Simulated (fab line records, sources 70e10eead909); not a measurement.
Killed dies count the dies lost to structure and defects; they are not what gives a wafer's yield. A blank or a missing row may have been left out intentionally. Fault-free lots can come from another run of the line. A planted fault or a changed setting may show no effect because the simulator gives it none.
Matching of chambers + flow nand_harc + NHARC_P_M1_DESCUM_14 on rie_diel-03: 4 sister chambers
The step chemistry O2, time 3 s. 14 wafers are shown with their chamber, then 7 later ones without.

## EACH WAFER AND ITS CHAMBER
| wafer  | chamber | showerhead_plenum_p_Torr (Torr) | drypump_motor_current_A (A) | throttle_valve_pct (%) |
|--------|---------|---------------------------------|-----------------------------|------------------------|
| L438.1 | 0       | 2.01                            | 5.4                         | 11.316                 |
| L438.4 | 2       | 1.92                            | 6.2                         | 11.304                 |
| L438.6 | 1       | 1.88                            | 5.4                         | 11.306                 |
| L439.1 | 0       | 2.01                            | 5.4                         | 11.312                 |
| L439.2 | 2       | 1.92                            | 6.2                         | 11.319                 |
| L439.5 | 2       | 1.92                            | 6.2                         | 11.320                 |
| L446.3 | 3       | 2.07                            | 5.8                         | 11.303                 |
| L446.5 | 1       | 1.88                            | 5.5                         | 11.301                 |
| L446.6 | 2       | 1.92                            | 6.2                         | 11.333                 |
| L455.2 | 3       | 2.06                            | 5.8                         | 11.310                 |
| L455.4 | 0       | 2.00                            | 5.4                         | 11.312                 |
| L455.5 | 3       | 2.06                            | 5.8                         | 11.303                 |
| L456.4 | 1       | 1.88                            | 5.4                         | 11.310                 |
| L456.5 | 0       | 2.00                            | 5.4                         | 11.309                 |

SIGNATURES, as means of the wafers listed above
| reading                  | chamber 0 | chamber 1 | chamber 2 | chamber 3 | scatter within a chamber |
|--------------------------|-----------|-----------|-----------|-----------|--------------------------|
| showerhead_plenum_p_Torr | 2.0050    | 1.8800    | 1.9200    | 2.0633    | 0.00408                  |
| drypump_motor_current_A  | 5.400     | 5.433     | 6.200     | 5.800     | 0.0258                   |
| throttle_valve_pct       | 11.31225  | 11.30567  | 11.31900  | 11.30533  | 0.00721                  |
Rule: a wafer lies at a distance from a chamber equal to the root of the sum of squares, over the readings, of (its reading less the chamber's mean, divided by the reading's scatter). The wafer belongs to the nearest chamber; if the next one is less than 2 further off, it can't be placed. The scatter is the square root of a quotient: the sum, over the shown wafers, of each reading's squared deviation from its chamber's mean, divided by wafers minus chambers.

## WAFERS WITHOUT THEIR CHAMBER
| wafer  | showerhead_plenum_p_Torr (Torr) | drypump_motor_current_A (A) | throttle_valve_pct (%) |
|--------|---------------------------------|-----------------------------|------------------------|
| L456.6 | 2.06                            | 5.8                         | 11.312                 |
| L459.1 | 1.92                            | 6.2                         | 11.296                 |
| L459.2 | 2.00                            | 5.4                         | 11.312                 |
| L459.5 | 1.87                            | 5.4                         | 11.307                 |
| L460.3 | 2.06                            | 5.8                         | 11.319                 |
| L460.5 | 1.92                            | 6.2                         | 11.319                 |
| L460.6 | 1.87                            | 5.4                         | 11.299                 |

## WHICH CHAMBER EACH ONE RAN IN
| wafer  | from the rows above | in truth |
|--------|---------------------|----------|
| L456.6 | 3                   | 3        |
| L459.1 | 2                   | 2        |
| L459.2 | 0                   | 0        |
| L459.5 | 1                   | 1        |
| L460.3 | 3                   | 3        |
| L460.5 | 2                   | 2        |
| L460.6 | 1                   | 1        |
7 of 7 placed correctly. Not placeable from these rows: 0. 0 placed wrongly.
